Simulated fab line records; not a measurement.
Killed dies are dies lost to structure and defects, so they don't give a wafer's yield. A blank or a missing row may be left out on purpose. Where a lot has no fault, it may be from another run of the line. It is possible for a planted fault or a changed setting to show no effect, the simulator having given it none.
Code-filled problem report in 8D (eight disciplines) form || flow nand_harc || the parts of the form that need people (team, actions taken, sign-off) are left out

## 1. THE PROBLEM
raw_defect_count at NHARC_P_STI_INSPECT_25 reads a mean of 665 on 3 wafers of 1 lot; wafers without a fault read 220 with a standard deviation of 80. Relative to the usual mean, that is a shift of +5.6 standard deviations.
Seen first at day 8 02:59 on defect_inspect-02, wafer L807.2. At this step, 36 wafers from 12 lots have a number in the record. Rule for "out", or "out of limits": more than 4 standard deviations from the usual mean. The rest of the wafers with a number are treated as sound.

## 2. WHAT THIS IS AND IS NOT
{"question": "which readings at this step", "is": "raw_defect_count", "is not": "-"}
{"question": "which lots", "is": "L807", "is not": "L798, L799, L800, L802, L804, L809, L814, L815, L816, L818, L820"}
{"question": "which wafers of those lots", "is": "all that have a number", "is not": "-"}
{"question": "read on which gauges", "is": "defect_inspect-02", "is not": "defect_inspect-01"}
{"question": "when", "is": "from day 8 02:59", "is not": "up to then (15 sound wafers); but 18 sound wafers of L809, L814, L815, L816, L818, L820 came after"}

## 3. SUSPECTS, AND WHAT RULES EACH OUT
Counting: any tool at a process step up to the reading is kept as a suspect provided that every lot that is out went through it and no sound lot did after the first of them.
- the gauge at NHARC_P_STI_INSPECT_25 has been ruled out. All the wafers that are out were read on defect_inspect-02, but those of them that NHARC_P_GATE_INSPECT_28 has rows for are out there too, on other tools.
- rie_si-03 at NHARC_P_ZERO_WELL_ETCH_63 (etches the open film in HBr/Cl2, target depth 120 nm, time 40.1 s): ruled out as a lasting fault. The sound lots L815, L816, L818, L820 went through it after L807, its earliest lot that is out (day 6 01:40).
- wet_bench-09 at NHARC_P_STI_STRIP_24 (strips Si3N4 in H3PO4): ruled out as a lasting fault. The sound lots L815, L816, L818, L820 went through it after L807, its earliest lot that is out (day 7 18:05).
Left after counting: nothing in the record.

## 4. THE CAUSE (what the simulator had put in)
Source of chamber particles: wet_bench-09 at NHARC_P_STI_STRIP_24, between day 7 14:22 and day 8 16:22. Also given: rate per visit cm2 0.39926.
Counting ruled it out, wrongly: the rule takes a fault to strike every lot that its tool runs from its start on, and this one did not.

## 5. THE CHAIN OF EFFECTS, in route order
Rows list readings where the struck wafers' mean (over those with a number) sits beyond 3 standard deviations from the usual. Only readings for which the record gives a usual standard deviation are gone through. hours: the time from each lot's start at the first step in this table that gives one to its start at this step, as a median over the lots. sigmas: the change in usual standard deviations.
{"hours": 0, "step": "NHARC_P_STI_INSPECT_25", "reading": "raw_defect_count", "usual": 220, "on struck wafers": 665, "change": "+445", "sigmas": "+5.6"}
{"hours": 30, "step": "NHARC_P_GATE_INSPECT_28", "reading": "raw_defect_count", "usual": 6, "on struck wafers": 262, "change": "+256", "sigmas": "+83"}
{"hours": 516, "step": "NHARC_END_SORT_01", "reading": "killed_at_periphery", "usual": 3.7, "on struck wafers": 61.7, "change": "+58.0", "sigmas": "+24"}

## 6. WHAT WOULD HAVE CAUGHT IT SOONER
In this record the first reading out of limits at a measuring or inspecting step was taken at day 8 02:59, 13 hours after the fault began at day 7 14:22.
